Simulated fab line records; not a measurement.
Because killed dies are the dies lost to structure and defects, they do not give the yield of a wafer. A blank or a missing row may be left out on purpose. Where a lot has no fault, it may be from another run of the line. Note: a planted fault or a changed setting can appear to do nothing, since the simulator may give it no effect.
Matching of chambers | flow n5_finfet | cmp-01 running N5_BEOL_M15_CMP_49: 4 sister chambers
The step polishes, stops on SiO2, t overpolish 4.9 s, target thk 850 nm. 8 wafers are shown with their chamber, then 7 later ones without.

## WAFERS PAIRED WITH THEIR CHAMBERS
wafer  | chamber | motor_current_A (A) | barrier_field_endpoint_s (s)
L080.4 | 3       | 7.9                 | 11.78
L081.1 | 3       | 8.3                 | 11.47
L087.2 | 1       | 7.9                 | 11.27
L089.2 | 1       | 7.8                 | 10.88
L089.3 | 0       | 8.3                 | 11.02
L089.5 | 2       | 8.4                 | 11.14
L092.1 | 2       | 7.7                 | 11.30
L092.2 | 0       | 8.7                 | 11.36

## WAFERS WHOSE CHAMBER IS MISSING
wafer  | motor_current_A (A) | barrier_field_endpoint_s (s)
L092.4 | 8.1                 | 11.58
L095.2 | 7.9                 | 11.24
L095.5 | 7.9                 | 10.92
L095.6 | 8.0                 | 11.62
L094.1 | 7.8                 | 11.15
L094.3 | 8.1                 | 10.89
L094.4 | 8.2                 | 11.29

## THE CHAMBER EACH PASSED THROUGH
wafer  | from the rows above               | in truth
L092.4 | can't be placed: 3 or 2 or 0      | 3
L095.2 | can't be placed: 2 or 1 or 3 or 0 | 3
L095.5 | can't be placed: 1 or 2 or 0      | 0
L095.6 | can't be placed: 3 or 2           | 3
L094.1 | can't be placed: 1 or 2 or 0 or 3 | 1
L094.3 | can't be placed: 1 or 2 or 0      | 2
L094.4 | can't be placed: 2 or 0 or 1 or 3 | 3
Correctly placed: 0 of 7. Not placeable from these rows: 7 (in 7, the candidates include the true chamber). Number placed wrongly: 0.
How it was worked out, from the rows above alone: a wafer's distance from a chamber is the root of the sum, over the readings, of the square of ((its reading less the chamber's mean) divided by the reading's scatter). If the next closest chamber is less than 2 further off than the closest, the wafer can't be placed; otherwise it belongs to the closest. A chamber's mean is the mean of its shown wafers. The scatter: the root of (the sum of the squares of (reading less its chamber's mean) over the shown wafers, divided by (wafers less chambers)).
